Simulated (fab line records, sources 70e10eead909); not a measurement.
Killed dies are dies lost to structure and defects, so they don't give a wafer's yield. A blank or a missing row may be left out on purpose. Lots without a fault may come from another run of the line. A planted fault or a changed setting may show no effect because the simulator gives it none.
A struck lot beside a sound one | flow nand_harc | 15 steps out of a route of 1159
Sound: wafers L188.1, L188.3, L188.4. Struck: wafers L202.3, L202.4, L202.5. The cause comes at the end.
At each step with rows: each side's tool, then ch and its chambers, then its first start. Under that, the readings that differ: sound wafers | struck wafers | difference of the means | sigmas: that difference in standard deviations of wafers without a fault.
alike: readings whose means differ by less than 2 such deviations, and words and numbers that are the same on both sides. not compared: withheld readings, readings that some wafer has no value for, bounds like >300 that may hide the same value, and numbers for which the record gives no deviation and whose values overlap.
The two part at a step that has a row with sigmas, a row that says differs or no value, or rows on one side only. Numbers that don't overlap but have no deviation are shown without sigmas and don't part them. A reading that every wafer of one side lacks parts them only if that side has two wafers or more.

first, 1 step without rows for these wafers: NHARC_P_GATE_DEVELOP_90 (time 70 s).
NHARC_P_GATE_CD_MEAS_91: target cd 2000 nm.
  sound on cd_sem-01 ch 0, day 6 19:52; struck on cd_sem-02 ch 0, day 9 21:32
  reading    | sound                | struck               | difference | sigmas
  cd_nm (nm) | 1998.3 1997.8 1996.9 | 1999.8 2000.9 2000.4 | +2.7       | +2
then, 1 step without rows for these wafers: NHARC_P_GATE_HARDBAKE_92 (time 80 s).
NHARC_P_GATE_DESCUM_93: chemistry O2, time 3 s.
  sound on rie_diel-07 ch 1,2,3, day 6 20:01; struck on rie_diel-07 ch 1,2,3, day 9 21:43
  alike: drypump_motor_current_A, oes_product_au, rf_vpp_V, showerhead_plenum_p_Torr, throttle_valve_pct
  not compared: rf_hours_counter_h
then, 1 step without rows for these wafers: NHARC_P_GATE_IMPLANT_94.
NHARC_P_GATE_STRIP_113: strips in N2/H2, time 740 s.
  sound on plasma_asher-01 ch 0,1, day 6 20:31; struck on plasma_asher-02 ch 0,1, day 9 22:20
  alike: drypump_motor_current_A, heater_power_w
  not compared: rf_hours_counter_h
NHARC_P_GATE_STRIP_95: strips in O2.
  sound on plasma_asher-01 ch 0,1, day 6 21:07; struck on plasma_asher-02 ch 0,1, day 9 22:50
  alike: drypump_motor_current_A, heater_power_w
  not compared: rf_hours_counter_h
then, 1 step without rows for these wafers: NHARC_P_GATE_STRIP_96 (strips in SPM, time 900 s).
NHARC_P_GATE_RTA_64: time 1 s.
  sound on rtp_anneal-02 ch 0, day 6 21:41; struck on rtp_anneal-02 ch 0, day 9 23:26
  alike: lamp_power_pct, wafer_temp_C_max
then, 1 step without rows for these wafers: NHARC_P_GATE_ETCH_77 (etches SiO2 in dHF, target depth 6 nm).
NHARC_P_GATE_DEGAS_109: time 60 s.
  sound on pvd_sputter-03, day 6 21:59; struck on pvd_sputter-01, day 9 23:41
  alike: heater_power_w
then, 1 step without rows for these wafers: NHARC_P_GATE_PRE_CLEAN_110 (time 30 s).
NHARC_P_GATE_SPUTTER_78: material Ni, target thk 10 nm.
  sound on pvd_sputter-03, day 6 22:05; struck on pvd_sputter-01, day 10 00:01
then, 2 steps without rows for these wafers: NHARC_P_GATE_SPUTTER_79 (material TiN, target thk 10 nm); NHARC_END_SORT_01.

WHERE THEY PART
Only at NHARC_P_GATE_CD_MEAS_91, within this record. Later steps at which nothing parts them and some readings are alike: NHARC_P_GATE_DESCUM_93, NHARC_P_GATE_STRIP_113, NHARC_P_GATE_STRIP_95, NHARC_P_GATE_RTA_64, NHARC_P_GATE_DEGAS_109.

WHY: what the simulator had put in
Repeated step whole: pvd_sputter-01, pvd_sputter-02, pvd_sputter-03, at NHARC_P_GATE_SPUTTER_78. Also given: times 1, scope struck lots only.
